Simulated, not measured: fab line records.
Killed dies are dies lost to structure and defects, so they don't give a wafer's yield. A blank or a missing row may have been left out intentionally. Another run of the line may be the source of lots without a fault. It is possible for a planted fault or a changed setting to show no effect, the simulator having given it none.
The tool behind it: which one? -- flow nand harc -- 10 lots, 30 wafers sampled, at 7 steps of a route of 1302

WHAT THE GAUGES READ, wafer by wafer
NHARC_A_CHANNEL_HOLE_D1_OVL_MEAS_11.
lot,measured,on,overlay x nm (nm),overlay y nm (nm)
L468,day 11 07:30,overlay-02,0.9 0.9 0.9,-0.2 -0.6 -0.4
L470,day 11 10:37,overlay-02,0.1 0.7 -0.2,-1.5 -0.2 -0.8
L471,day 11 23:37,overlay-01,1.1 1.1 0.8,-0.7 -0.1 -0.3
L474,day 12 20:34,overlay-01,-1.4 -0.7 -1.0,-1.3 -1.9 -1.4
L476,day 13 11:19,overlay-01,1.7 1.4 1.3,-0.6 -0.1 -0.4
L477,day 14 02:42,overlay-01,-0.3 0.0 -0.6,0.0 0.0 0.0
L478,day 14 18:55,overlay-02,-0.3 0.0 -0.1,0.4 0.3 0.8
L481,day 15 14:23,overlay-01,0.7 0.6 0.5,0.2 -0.1 -0.8
L482,day 16 10:46,overlay-01,-0.2 0.3 -1.0,-0.5 -0.6 -0.2
L484,day 16 20:21,overlay-01,-1.0 -1.4 -0.7,-0.5 -0.5 0.5

NHARC_A_CHANNEL_HOLE_D1_CD_MEAS_30.
lot,measured,on,cd nm (nm)
L468,day 11 14:24,cd sem-03,0.9 -0.2 1.3
L470,day 11 18:32,cd sem-02,-0.1 -0.5 0.3
L471,day 12 08:16,cd sem-03,-0.3 -0.1 0.8
L474,day 13 07:32,cd sem-03,91.6 91.6 90.3
L476,day 13 20:04,cd sem-03,88.0 91.5 90.6
L477,day 14 09:29,cd sem-01,89.6 89.0 90.4
L478,day 15 01:50,cd sem-03,91.6 91.1 90.6
L481,day 15 22:50,cd sem-03,89.3 90.1 89.5
L482,day 16 20:00,cd sem-03,90.5 89.6 90.7
L484,day 17 04:22,cd sem-03,90.0 91.4 92.1

NHARC_END_SORT_01.
lot,measured,on,killed at array,killed at other,killed at periphery,killed dies,killed open,killed short
L468,day 27 00:48,prober-02,673 676 673,0 0 0,4 1 4,677 677 677,2 3 6,2 0 4
L470,day 27 13:37,prober-02,675 671 673,1 3 0,1 3 4,677 677 677,3 3 2,0 7 4
L471,day 27 23:34,prober-02,676 676 676,0 0 0,1 1 1,677 677 677,4 1 2,1 5 2

TOOL THAT RAN EACH LOT (tool first, then ch and the chambers of the sampled wafers, then the start)
lot,NHARC_A_CHANNEL_HOLE_D1_ETCH_21,NHARC_A_CHANNEL_HOLE_D1_ETCH_25,NHARC_A_CHANNEL_HOLE_D1_ETCH_33,NHARC_A_CHANNEL_HOLE_D1_XSEM_31
L468,"har etch-02 ch 0,1, day 11 09:23","har etch-02 ch 0,1, day 11 11:54","har etch-02 ch 0,1, day 11 12:52","xsem-01 ch 0, day 11 14:29"
L470,"har etch-02 ch 0,1, day 11 13:28","har etch-02 ch 0,1, day 11 15:55","har etch-02 ch 0,1, day 11 16:59","xsem-01 ch 0, day 11 18:37"
L471,"har etch-02 ch 0,1, day 12 03:10","har etch-02 ch 0,1, day 12 05:38","har etch-02 ch 0,1, day 12 06:44","xsem-02 ch 0, day 12 08:22"
L474,"har etch-02 ch 0, day 12 22:41","har etch-02 ch 0, day 13 03:38","har etch-02 ch 0, day 13 05:49","xsem-02 ch 0, day 13 07:38"
L476,"har etch-02 ch 0,1, day 13 15:05","har etch-02 ch 0,1, day 13 17:43","har etch-02 ch 0,1, day 13 18:34","xsem-02 ch 0, day 13 20:10"
L477,"har etch-01 ch 0,1, day 14 04:33","har etch-01 ch 0,1, day 14 07:09","har etch-01 ch 0,1, day 14 07:59","xsem-01 ch 0, day 14 09:34"
L478,"har etch-02 ch 0,1, day 14 20:46","har etch-02 ch 0,1, day 14 23:14","har etch-02 ch 0,1, day 15 00:18","xsem-01 ch 0, day 15 01:55"
L481,"har etch-02 ch 0,1, day 15 17:58","har etch-02 ch 0,1, day 15 20:40","har etch-02 ch 0,1, day 15 21:23","xsem-02 ch 0, day 15 22:56"
L482,"har etch-02 ch 0,1, day 16 14:55","har etch-02 ch 0,1, day 16 17:23","har etch-02 ch 0,1, day 16 18:28","xsem-02 ch 0, day 16 20:05"
L484,"har etch-02 ch 0,1, day 16 23:16","har etch-02 ch 0,1, day 17 01:44","har etch-02 ch 0,1, day 17 02:49","xsem-02 ch 0, day 17 04:28"
- NHARC_A_CHANNEL_HOLE_D1_ETCH_21: etches the open film in C4F8/O2/Ar, time 514.3 s, target depth 1600 nm.
- NHARC_A_CHANNEL_HOLE_D1_ETCH_25: etches the open film in C4F8/O2/Ar, time 1040.2 s, target depth 1500 nm.
- NHARC_A_CHANNEL_HOLE_D1_ETCH_33: etches the open film in C4F8/O2/Ar, time 90 s, target depth 400 nm.
- NHARC_A_CHANNEL_HOLE_D1_XSEM_31

WHAT THE TOOLS THEMSELVES READ (means of the sampled wafers that have a number; where no wafer has one, the mark that the record gives instead)
NHARC_A_CHANNEL_HOLE_D1_ETCH_21.
lot,tool,c4f8 flow sccm (sccm),chamber pressure mTorr (mTorr),drypump motor current A (A),showerhead plenum p Torr (Torr),throttle valve pct (%)
L468,har etch-02,89.08,19.998,6.14,3.43,32.154
L470,har etch-02,89.22,19.987,6.33,3.45,32.158
L471,har etch-02,89.26,19.988,6.17,3.42,32.146
L474,har etch-02,89.31,20.004,6.48,3.47,32.149
L476,har etch-02,89.46,20.004,6.12,3.77,32.159
L477,har etch-01,89.23,20.003,6.49,3.64,32.158
L478,har etch-02,89.21,20.002,6.32,3.61,32.155
L481,har etch-02,89.55,20.010,6.34,3.60,32.157
L482,har etch-02,89.19,19.987,6.16,3.92,32.165
L484,har etch-02,89.52,19.991,6.13,3.92,32.155

NHARC_A_CHANNEL_HOLE_D1_ETCH_25.
lot,tool,c4f8 flow sccm (sccm),chamber pressure mTorr (mTorr),drypump motor current A (A),showerhead plenum p Torr (Torr),throttle valve pct (%)
L468,har etch-02,-,-,-,-,-
L470,har etch-02,-,-,-,-,-
L471,har etch-02,-,-,-,-,-
L474,har etch-02,94.02,19.997,6.49,3.46,32.234
L476,har etch-02,93.80,20.010,6.17,3.77,32.232
L477,har etch-01,93.66,19.987,6.49,3.63,32.231
L478,har etch-02,93.80,20.012,6.30,3.61,32.226
L481,har etch-02,93.85,19.997,6.31,3.60,32.249
L482,har etch-02,93.74,20.004,6.16,3.92,32.238
L484,har etch-02,93.70,20.006,6.16,3.91,32.246

NHARC_A_CHANNEL_HOLE_D1_ETCH_33.
lot,tool,bias v (V),c4f8 flow sccm (sccm),drypump motor current A (A),showerhead plenum p Torr (Torr),throttle valve pct (%)
L468,har etch-02,392,41.72,6.16,3.46,27.615
L470,har etch-02,400,41.64,6.31,3.48,27.623
L471,har etch-02,398,41.73,6.16,3.46,27.614
L474,har etch-02,399,41.80,6.51,3.50,27.617
L476,har etch-02,397,41.51,6.15,3.82,27.613
L477,har etch-01,400,41.78,6.46,3.67,27.612
L478,har etch-02,401,41.65,6.34,3.64,27.618
L481,har etch-02,402,41.89,6.31,3.64,27.629
L482,har etch-02,395,41.81,6.16,3.97,27.615
L484,har etch-02,402,41.74,6.15,3.96,27.616

NHARC_A_CHANNEL_HOLE_D1_XSEM_31.
lot,tool,bot cd nm (nm),bow nm (nm),tilt deg (degrees)
L468,xsem-01,0.3,0.20,0.06
L470,xsem-01,0.2,0.38,0.05
L471,xsem-02,0.2,0.85,0.11
L474,xsem-02,76.3,8.54,0.07
L476,xsem-02,74.5,8.32,0.12
L477,xsem-01,74.4,8.59,0.08
L478,xsem-01,75.3,8.36,0.09
L481,xsem-02,73.8,8.76,0.09
L482,xsem-02,75.2,9.04,0.10
L484,xsem-02,76.2,8.33,0.08

THE ANSWER, worked out from the rows above alone
Rule: the lots themselves supply what counts as usual. Put in order of their means at a reading, lots are off if they are a third of the lots or fewer, leave a main group of 4 or more, and stand apart from it by a gap of 3 or more times the standard deviation of the main group's means; of several such gaps the widest counts. A main group whose means are all the same, to the digits that the tables above print for the reading, isn't used. A lot without any number at a reading at which 4 lots or more have one is off too. Any other lot the step has rows for is counted as sound. Order of review: gauges by route order, followed by the tools' own readings, for which a lot's mean as printed above is used. At the first step where some lot is off, the reading lying furthest off is the one used; lots without a number count as furthest.
Off at NHARC_A_CHANNEL_HOLE_D1_CD_MEAS_30 (cd nm): L468, L470, L471. The main group has a mean of 90.4 nm with a standard deviation of 0.65.
If a tool, at a process step before that reading, ran all the lots that are off and no sound lot after the first of them, it fits. Not tried: the gauges at NHARC_A_CHANNEL_HOLE_D1_CD_MEAS_30; whatever is off there is also off at NHARC_A_CHANNEL_HOLE_D1_ETCH_25, on other tools, and gauge error can't account for it. None of those tried fits.

WHAT WAS PUT IN BY THE SIMULATOR
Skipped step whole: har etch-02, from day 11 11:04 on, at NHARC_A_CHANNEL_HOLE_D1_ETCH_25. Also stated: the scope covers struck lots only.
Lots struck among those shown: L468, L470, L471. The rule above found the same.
